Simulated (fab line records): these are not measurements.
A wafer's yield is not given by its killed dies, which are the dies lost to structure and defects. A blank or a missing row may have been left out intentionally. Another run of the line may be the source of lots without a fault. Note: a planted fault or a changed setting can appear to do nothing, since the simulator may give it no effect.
Matching of chambers :: flow n5-finfet :: 4 sister chambers for N5_BEOL_M6_DESCUM_33 on rie-diel-03
The step chemistry O2, time 7 s. 4 wafers are shown with their chamber, then 8 later ones without.

== WAFERS, EACH WITH ITS CHAMBER ==
wafer: L080.5
chamber: 0
showerhead-plenum-p-Torr (Torr): 1.98

wafer: L080.6
chamber: 3
showerhead-plenum-p-Torr (Torr): 2.20

wafer: L089.2
chamber: 1
showerhead-plenum-p-Torr (Torr): 2.20

wafer: L084.2
chamber: 2
showerhead-plenum-p-Torr (Torr): 2.21

== WAFERS MISSING THEIR CHAMBER ==
wafer: L084.4
showerhead-plenum-p-Torr (Torr): 1.97

wafer: L084.5
showerhead-plenum-p-Torr (Torr): 2.21

wafer: L087.1
showerhead-plenum-p-Torr (Torr): 2.20

wafer: L087.2
showerhead-plenum-p-Torr (Torr): 2.21

wafer: L087.5
showerhead-plenum-p-Torr (Torr): 2.21

wafer: L093.3
showerhead-plenum-p-Torr (Torr): 2.19

wafer: L093.4
showerhead-plenum-p-Torr (Torr): 1.97

wafer: L093.6
showerhead-plenum-p-Torr (Torr): 2.21

== CHAMBER TAKEN BY EACH ==
wafer: L084.4
from the rows above: 0
in truth: 0

wafer: L084.5
from the rows above: can't be placed: 2 or 1 or 3
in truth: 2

wafer: L087.1
from the rows above: can't be placed: 1 or 3 or 2
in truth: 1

wafer: L087.2
from the rows above: can't be placed: 2 or 1 or 3
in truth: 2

wafer: L087.5
from the rows above: can't be placed: 2 or 1 or 3
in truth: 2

wafer: L093.3
from the rows above: can't be placed: 1 or 3 or 2
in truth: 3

wafer: L093.4
from the rows above: 0
in truth: 0

wafer: L093.6
from the rows above: can't be placed: 2 or 1 or 3
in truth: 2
2 of 8 placed correctly. Unplaceable from these rows: 6, with the true chamber sitting among the candidates in 6. 0 placed wrongly.
How it was worked out, from the rows above alone: a wafer's distance from a chamber is the root of the sum, over the readings, of the square of ((its reading less the chamber's mean) divided by the reading's scatter). The wafer belongs to the nearest chamber; if the next one is less than 2 further off, it can't be placed. The mean given for a chamber averages the wafers shown for that chamber. The scatter: root of mean squared gap, hidden wafer to nearest shown wafer, with one shown wafer a chamber.
